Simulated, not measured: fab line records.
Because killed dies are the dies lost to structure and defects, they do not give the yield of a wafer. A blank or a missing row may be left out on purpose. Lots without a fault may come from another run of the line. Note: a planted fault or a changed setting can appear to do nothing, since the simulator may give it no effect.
Comparing a struck lot with a sound one / flow nand harc / 14 out of 1302 route steps
Sound: these wafers, L426.1, L426.2, L426.6. Wafers struck: L431.5, L431.6. The cause is named last.
Each step with rows lists, per side, the tool, then ch with its chambers, then its first start. Under that, the readings that differ: sound wafers / struck wafers / difference of the means / sigmas: that difference in standard deviations of wafers without a fault.
alike: same words and numbers on both sides, and readings whose means sit less than 2 such deviations apart. not compared: any withheld reading, any reading some wafer has no value for, any bound like >300 that may hide the same value, and any number with overlapping values for which the record gives no deviation.
A row with sigmas, a row that says differs or no value, or rows on one side alone: a step with any of these is where the two part. Numbers that don't overlap but have no deviation are shown without sigmas and don't part them. Lack of a reading on every wafer of one side parts them only where that side has two or more wafers.

first, 7 steps without rows for these wafers: NHARC_P_BONDPAD_COAT_36 (time 65 s); NHARC_P_BONDPAD_COAT_03 (resist thk 600 nm); NHARC_P_BONDPAD_SOFTBAKE_04 (time 70 s); NHARC_P_BONDPAD_EBR_05; NHARC_P_BONDPAD_EXPOSE_06 (exposes mask P BPAD); NHARC_P_BONDPAD_PEB_07 (peb time 80 s); NHARC_P_BONDPAD_DEVELOP_08 (time 50 s).
NHARC_P_BONDPAD_CD_MEAS_09: the cd target is 500 nm.
  sound on cd sem-03 ch 0, day 9 13:41; struck on cd sem-02 ch 0, day 11 14:58
  alike: cd nm
NHARC_P_BONDPAD_OVL_MEAS_38:
  sound on overlay-02, day 9 13:47; struck on overlay-02, day 11 15:03
reading=overlay y nm (nm); sound=-7 -6 -7; struck=4 4; difference=+11; sigmas=+2
  alike: overlay x nm
then, 1 step without rows for these wafers: NHARC_P_BONDPAD_HARDBAKE_10 (time 65 s).
NHARC_P_BONDPAD_DESCUM_11: chemistry O2, time 3 s.
  sound on rie diel-12 ch 2,3, day 9 13:54; struck on rie diel-11 ch 1,2, day 11 15:13
reading=showerhead plenum p Torr (Torr); sound=1.81 1.81 1.81; struck=2.00 1.94; difference=+0.16; sigmas=+2
  alike: drypump motor current A, oes product au, rf vpp V, throttle valve pct
  not compared: rf hours counter h
NHARC_P_BONDPAD_ETCH_37: etches the open film in N2/H2, target depth 60 nm, overetch 18 nm, time 65.91 s.
  sound on rie diel-12 ch 0,2,3, day 9 14:00; struck on rie diel-11 ch 1,2, day 11 15:17
reading=rf vpp V (V); sound=426.4 429.2 426.1; struck=433.6 432.5; difference=+5.8; sigmas=+3
reading=showerhead plenum p Torr (Torr); sound=1.92 1.96 1.92; struck=2.13 2.06; difference=+0.16; sigmas=+2
  alike: drypump motor current A, oes product au, run length s, throttle valve pct
  not compared: rf hours counter h
NHARC_P_BONDPAD_ETCH_12: etches the open film in CHF3/O2, target depth 200 nm, time 100 s.
  sound on rie diel-12 ch 1,2,3, day 9 14:06; struck on rie diel-11 ch 2,3, day 11 15:23
reading=run length s (s); sound=122.0 121.9 122.1; struck=107.5 108.5; difference=-14.0; sigmas=-33
  alike: drypump motor current A, oes product au, rf vpp V, showerhead plenum p Torr, throttle valve pct
  not compared: rf hours counter h
NHARC_P_BONDPAD_CD_MEAS_13:
  sound on cd sem-03, day 9 14:13; struck on cd sem-02, day 11 15:30
  alike: cd nm

WHERE THEY PART
First at NHARC_P_BONDPAD_OVL_MEAS_38; last, within this record, at NHARC_P_BONDPAD_ETCH_12. Later steps at which nothing parts them and some readings are alike: NHARC_P_BONDPAD_CD_MEAS_13.

WHY: the cause the simulator had injected
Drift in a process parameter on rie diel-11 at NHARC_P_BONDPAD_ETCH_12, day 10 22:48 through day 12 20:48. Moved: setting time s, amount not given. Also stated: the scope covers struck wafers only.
